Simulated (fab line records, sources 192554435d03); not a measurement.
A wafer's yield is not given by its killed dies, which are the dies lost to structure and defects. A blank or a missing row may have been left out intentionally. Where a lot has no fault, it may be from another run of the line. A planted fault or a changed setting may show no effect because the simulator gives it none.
Chamber matching :: flow n5_finfet :: N5_BEOL_M0_CUTY_ETCH_62 on rie_diel-01 has 4 sister chambers
The step etches SiARC in CF4, time 58.5 s. 8 wafers are shown with their chamber, then 7 later ones without.

EACH WAFER AND ITS CHAMBER
wafer: L075.2
chamber: 0
showerhead_plenum_p_Torr (Torr): 2.20
drypump_motor_current_A (A): 5.9

wafer: L081.2
chamber: 2
showerhead_plenum_p_Torr (Torr): 2.27
drypump_motor_current_A (A): 5.6

wafer: L081.4
chamber: 1
showerhead_plenum_p_Torr (Torr): 2.08
drypump_motor_current_A (A): 6.0

wafer: L083.1
chamber: 3
showerhead_plenum_p_Torr (Torr): 2.24
drypump_motor_current_A (A): 6.2

wafer: L083.2
chamber: 2
showerhead_plenum_p_Torr (Torr): 2.27
drypump_motor_current_A (A): 5.6

wafer: L083.6
chamber: 3
showerhead_plenum_p_Torr (Torr): 2.24
drypump_motor_current_A (A): 6.2

wafer: L090.1
chamber: 0
showerhead_plenum_p_Torr (Torr): 2.19
drypump_motor_current_A (A): 6.0

wafer: L090.2
chamber: 1
showerhead_plenum_p_Torr (Torr): 2.07
drypump_motor_current_A (A): 6.1

WAFERS WHOSE CHAMBER IS MISSING
wafer: L090.5
showerhead_plenum_p_Torr (Torr): 2.23
drypump_motor_current_A (A): 6.2

wafer: L092.1
showerhead_plenum_p_Torr (Torr): 2.19
drypump_motor_current_A (A): 5.9

wafer: L092.3
showerhead_plenum_p_Torr (Torr): 2.26
drypump_motor_current_A (A): 5.6

wafer: L092.6
showerhead_plenum_p_Torr (Torr): 2.07
drypump_motor_current_A (A): 6.1

wafer: L094.1
showerhead_plenum_p_Torr (Torr): 2.07
drypump_motor_current_A (A): 6.1

wafer: L094.2
showerhead_plenum_p_Torr (Torr): 2.23
drypump_motor_current_A (A): 6.2

wafer: L094.3
showerhead_plenum_p_Torr (Torr): 2.19
drypump_motor_current_A (A): 5.9

WHICH CHAMBER EACH ONE RAN IN
wafer: L090.5
from the rows above: 3
in truth: 3

wafer: L092.1
from the rows above: 0
in truth: 0

wafer: L092.3
from the rows above: 2
in truth: 2

wafer: L092.6
from the rows above: 1
in truth: 1

wafer: L094.1
from the rows above: 1
in truth: 1

wafer: L094.2
from the rows above: 3
in truth: 3

wafer: L094.3
from the rows above: 0
in truth: 0
Placed correctly: 7 of 7. Number that these rows cannot place: 0. Number placed wrongly: 0.
How it was worked out, from the rows above alone: a wafer's distance from a chamber is the root of the sum, over the readings, of the square of ((its reading less the chamber's mean) divided by the reading's scatter). If the next closest chamber is less than 2 further off than the closest, the wafer can't be placed; otherwise it belongs to the closest. Each chamber's mean is taken over the wafers shown for it. How the scatter is found: for the shown wafers, subtract from each reading the mean of its chamber, square and add these, divide the total by (wafers less chambers), then take the root.
